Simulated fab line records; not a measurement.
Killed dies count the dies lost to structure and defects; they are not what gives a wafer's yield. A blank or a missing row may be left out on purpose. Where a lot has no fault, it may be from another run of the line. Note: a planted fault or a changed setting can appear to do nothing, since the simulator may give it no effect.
Struck lot and sound lot, side by side ; flow nand_harc ; 14 steps out of a route of 1159
Sound: the wafers L792.1, L792.2, L792.3. Wafers L802.2, L802.3, L802.4 were the ones struck. The cause is given at the end.
For every step that has rows: the tool of each side, followed by ch and its chambers, followed by its first start. Under that, the readings that differ: sound wafers ; struck wafers ; difference of the means ; sigmas: that difference in standard deviations of wafers without a fault.
alike: readings with means less than 2 such deviations apart, plus words and numbers identical on both sides. not compared: withheld readings, readings lacking a value on some wafer, bounds such as >300 that could conceal the same value, and numbers that have no deviation in the record and whose values overlap.
The two part at a step that has a row with sigmas, a row that says differs or no value, or rows on one side only. Numbers that don't overlap but have no deviation are shown without sigmas and don't part them. Lack of a reading on every wafer of one side parts them only where that side has two or more wafers.

first, 7 steps without rows for these wafers: NHARC_P_STI_SRD_35; NHARC_P_STI_ETCH_36 (etches SiO2 in dHF, target depth 38.8 nm); NHARC_P_STI_STRIP_24 (strips Si3N4 in H3PO4); NHARC_P_STI_ETCH_37 (etches SiO2 in dHF, target depth 11 nm); NHARC_P_STI_PRECLEAN_38 (cleans in SC1); NHARC_P_STI_SRD_39; NHARC_P_STI_OXIDE_40 (material SiO2, target thk 10 nm, ox time 1362 s).
NHARC_P_STI_INSPECT_25:
  sound: defect_inspect-02 at day 4 10:31; struck: defect_inspect-01 at day 7 02:40
reading;sound;struck;difference;sigmas
raw_defect_count;189 135 90;337 396 323;+214;+3
then, 3 steps without rows for these wafers: NHARC_P_GATE_ETCH_69 (etches SiO2 in dHF, target depth 14 nm); NHARC_P_GATE_PRECLEAN_70 (cleans in SC1); NHARC_P_GATE_SRD_01.
NHARC_P_GATE_OXIDE_02: material SiO2, target thk 37.5 nm, ox time 365 s.
  sound on furnace-05 ch 0, day 4 13:34; struck on furnace-05 ch 0, day 7 05:43
reading;sound;struck;difference;sigmas
spike_tc_bottom_C (C);970.6 969.4 971.5;924.7 924.6 925.5;-45.6;-47
spike_tc_centre_C (C);949.9 949.6 950.4;907.0 905.6 906.4;-43.6;-40
spike_tc_lower_C (C);948.3 949.3 948.3;903.3 904.6 906.7;-43.8;-34
spike_tc_top_C (C);962.1 964.5 964.6;919.3 919.5 918.2;-44.7;-26
spike_tc_upper_C (C);950.7 949.1 949.2;906.0 906.9 903.5;-44.2;-37
tube_center_temp_C (C);950.03 950 949.97;905.43 905.45 905.58;-44.51;-99 or more
zone_power_top_pct (%);37.9 37.5 37.7;34.3 34.3 34.3;-3.4;-5
zone_power_upper_pct (%);19.9 19.9 20.0;17.5 17.8 18.0;-2.2;-3
  alike: zone_power_lower_pct
then, 1 step without rows for these wafers: NHARC_P_GATE_DEHYDRATE_03 (time 120 s).
-- the record jumps here: 15 days lie between the struck wafers' starts before and after (it left off in module P_GATE and takes up again in module END, whose first step shown is number 1159 of the route) --
NHARC_END_SORT_01:
  here the record holds rows for the struck wafers (prober-01 ch 0, day 22 14:52) but none for the sound ones

## WHERE THEY PART
Earliest at NHARC_P_STI_INSPECT_25; latest, in this record, at NHARC_END_SORT_01.

WHY: what had been put in by the simulator
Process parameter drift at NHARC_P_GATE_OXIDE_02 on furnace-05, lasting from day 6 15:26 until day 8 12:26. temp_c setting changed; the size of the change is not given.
